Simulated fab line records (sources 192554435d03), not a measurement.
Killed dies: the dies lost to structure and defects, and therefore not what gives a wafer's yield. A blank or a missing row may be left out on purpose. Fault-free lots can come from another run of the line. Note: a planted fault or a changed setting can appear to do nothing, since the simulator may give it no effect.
Chamber matching	flow n5-finfet	rie-diel-02 running N5_BEOL_M3_ETCH_77: 4 sister chambers
The step etches underlayer in N2/H2, target depth 6.5 nm, time 5.2 s. 22 wafers are shown with their chamber, then 11 later ones without.

## WAFERS PAIRED WITH THEIR CHAMBERS
wafer	chamber	showerhead-plenum-p-Torr (Torr)	drypump-motor-current-A (A)	throttle-valve-pct (%)
L076.2	1	2.61	5.1	17.63
L076.3	0	2.60	6.4	17.26
L076.4	3	2.54	6.4	17.95
L078.1	2	2.43	6.4	17.92
L078.2	3	2.54	6.5	17.93
L078.4	0	2.59	6.4	17.30
L079.1	1	2.61	5.1	17.63
L079.3	0	2.59	6.4	17.27
L079.4	3	2.54	6.4	17.94
L080.1	2	2.43	6.3	17.93
L080.2	1	2.61	5.1	17.63
L080.5	3	2.54	6.5	17.93
L081.2	0	2.59	6.4	17.28
L081.3	2	2.43	6.3	17.95
L081.6	2	2.43	6.3	17.93
L082.1	0	2.59	6.4	17.27
L082.4	2	2.43	6.3	17.94
L082.5	3	2.54	6.5	17.94
L083.3	3	2.54	6.5	17.96
L083.5	1	2.61	5.1	17.69
L083.6	2	2.43	6.3	17.91
L088.1	3	2.54	6.5	17.94

SIGNATURES (means of the wafers above)
reading	chamber 0	chamber 1	chamber 2	chamber 3	scatter within a chamber
showerhead-plenum-p-Torr	2.5920	2.6100	2.4300	2.5400	0.00211
drypump-motor-current-A	6.400	5.100	6.317	6.471	0.0354
throttle-valve-pct	17.2760	17.6450	17.9300	17.9414	0.0172
Rule: for a wafer and a chamber, the distance is found by dividing, reading by reading, the gap between the wafer's reading and the chamber's mean by the reading's scatter, squaring, summing and taking the root. The wafer belongs to the nearest chamber; if the next one is less than 2 further off, it can't be placed. How the scatter is found: for the shown wafers, subtract from each reading the mean of its chamber, square and add these, divide the total by (wafers less chambers), then take the root.

## WAFERS WITH NO CHAMBER GIVEN
wafer	showerhead-plenum-p-Torr (Torr)	drypump-motor-current-A (A)	throttle-valve-pct (%)
L088.2	2.59	6.4	17.31
L088.5	2.59	6.4	17.33
L091.2	2.59	6.4	17.33
L091.3	2.42	6.3	17.97
L091.5	2.53	6.5	17.97
L096.1	2.53	6.4	18.01
L096.2	2.60	5.1	17.16
L096.4	2.42	6.3	17.97
L097.3	2.53	6.4	17.98
L097.4	2.60	5.1	17.17
L097.6	2.60	5.1	17.16

## WHICH CHAMBER EACH ONE RAN IN
wafer	from the rows above	in truth
L088.2	0	0
L088.5	0	0
L091.2	0	0
L091.3	2	2
L091.5	3	3
L096.1	3	3
L096.2	1	1
L096.4	2	2
L097.3	3	3
L097.4	1	1
L097.6	1	1
Correct placement for 11 of the 11. Not placeable from these rows: 0. 0 placed wrongly.
